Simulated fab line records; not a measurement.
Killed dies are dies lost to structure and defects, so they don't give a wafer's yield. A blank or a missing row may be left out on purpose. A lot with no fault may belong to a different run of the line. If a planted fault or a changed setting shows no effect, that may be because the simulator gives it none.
Chamber matching / flow n5_finfet / N5_GATE_CUT_DESCUM_18 on rie_diel-01 has 4 sister chambers
The step chemistry O2, time 7 s. 7 wafers are shown with their chamber, then 7 later ones without.

== EACH WAFER AND ITS CHAMBER ==
wafer=L077.2; chamber=1; showerhead_plenum_p_Torr (Torr)=2.05; drypump_motor_current_A (A)=6.4
wafer=L077.3; chamber=3; showerhead_plenum_p_Torr (Torr)=2.22; drypump_motor_current_A (A)=5.9
wafer=L081.1; chamber=2; showerhead_plenum_p_Torr (Torr)=2.07; drypump_motor_current_A (A)=5.6
wafer=L081.3; chamber=0; showerhead_plenum_p_Torr (Torr)=2.14; drypump_motor_current_A (A)=5.4
wafer=L081.5; chamber=2; showerhead_plenum_p_Torr (Torr)=2.07; drypump_motor_current_A (A)=5.6
wafer=L085.3; chamber=0; showerhead_plenum_p_Torr (Torr)=2.13; drypump_motor_current_A (A)=5.3
wafer=L085.4; chamber=3; showerhead_plenum_p_Torr (Torr)=2.22; drypump_motor_current_A (A)=5.9

== WAFERS MISSING THEIR CHAMBER ==
wafer=L085.6; showerhead_plenum_p_Torr (Torr)=2.06; drypump_motor_current_A (A)=5.6
wafer=L086.1; showerhead_plenum_p_Torr (Torr)=2.06; drypump_motor_current_A (A)=5.6
wafer=L086.4; showerhead_plenum_p_Torr (Torr)=2.13; drypump_motor_current_A (A)=5.3
wafer=L086.5; showerhead_plenum_p_Torr (Torr)=2.13; drypump_motor_current_A (A)=5.4
wafer=L094.1; showerhead_plenum_p_Torr (Torr)=2.04; drypump_motor_current_A (A)=6.4
wafer=L094.2; showerhead_plenum_p_Torr (Torr)=2.21; drypump_motor_current_A (A)=5.9
wafer=L094.6; showerhead_plenum_p_Torr (Torr)=2.13; drypump_motor_current_A (A)=5.3

== EACH ONE'S CHAMBER ==
wafer=L085.6; from the rows above=2; in truth=2
wafer=L086.1; from the rows above=2; in truth=2
wafer=L086.4; from the rows above=0; in truth=0
wafer=L086.5; from the rows above=0; in truth=0
wafer=L094.1; from the rows above=1; in truth=1
wafer=L094.2; from the rows above=3; in truth=3
wafer=L094.6; from the rows above=0; in truth=0
Correct placement for 7 of the 7. Not placeable from these rows: 0. 0 placed wrongly.
How it was worked out, from the rows above alone: a wafer's distance from a chamber is the root of the sum, over the readings, of the square of ((its reading less the chamber's mean) divided by the reading's scatter). The wafer belongs to the nearest chamber; if the next one is less than 2 further off, it can't be placed. The mean given for a chamber averages the wafers shown for that chamber. The scatter: the root of (the sum of the squares of (reading less its chamber's mean) over the shown wafers, divided by (wafers less chambers)).
